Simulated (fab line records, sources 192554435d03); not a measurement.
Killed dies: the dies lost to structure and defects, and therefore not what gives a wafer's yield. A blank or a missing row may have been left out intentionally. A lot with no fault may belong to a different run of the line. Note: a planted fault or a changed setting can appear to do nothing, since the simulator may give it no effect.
Matching of chambers | flow n5Finfet | N5_BEOL_M0_SAQP_CUT_ETCH_46 on rieDiel-03 has 4 sister chambers
The step etches SOC in N2/H2, target depth 135 nm, overetch 27 nm, time 202.5 s. 4 wafers are shown with their chamber, then 8 later ones without.

== EACH WAFER AND ITS CHAMBER ==
wafer  | chamber | showerheadPlenumPTorr (Torr)
L077.5 | 2       | 2.63
L080.1 | 1       | 2.41
L080.3 | 0       | 2.65
L084.1 | 3       | 2.47

== WAFERS MISSING THEIR CHAMBER ==
wafer  | showerheadPlenumPTorr (Torr)
L084.2 | 2.65
L084.5 | 2.65
L089.1 | 2.62
L089.3 | 2.47
L089.4 | 2.41
L096.2 | 2.64
L096.3 | 2.46
L096.5 | 2.40

== THE CHAMBER EACH PASSED THROUGH ==
wafer  | from the rows above     | in truth
L084.2 | 0                       | 0
L084.5 | 0                       | 0
L089.1 | 2                       | 2
L089.3 | 3                       | 3
L089.4 | 1                       | 1
L096.2 | can't be placed: 0 or 2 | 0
L096.3 | 3                       | 3
L096.5 | 1                       | 1
7 of 8 placed correctly. Can't be placed from these rows: 1 (the true chamber is among the candidates in 1). 0 placed wrongly.
How it was worked out, from the rows above alone: a wafer's distance from a chamber is the root of the sum, over the readings, of the square of ((its reading less the chamber's mean) divided by the reading's scatter). If the next closest chamber is less than 2 further off than the closest, the wafer can't be placed; otherwise it belongs to the closest. Each chamber's mean is taken over the wafers shown for it. The scatter: root of mean squared gap, hidden wafer to nearest shown wafer, with one shown wafer a chamber.
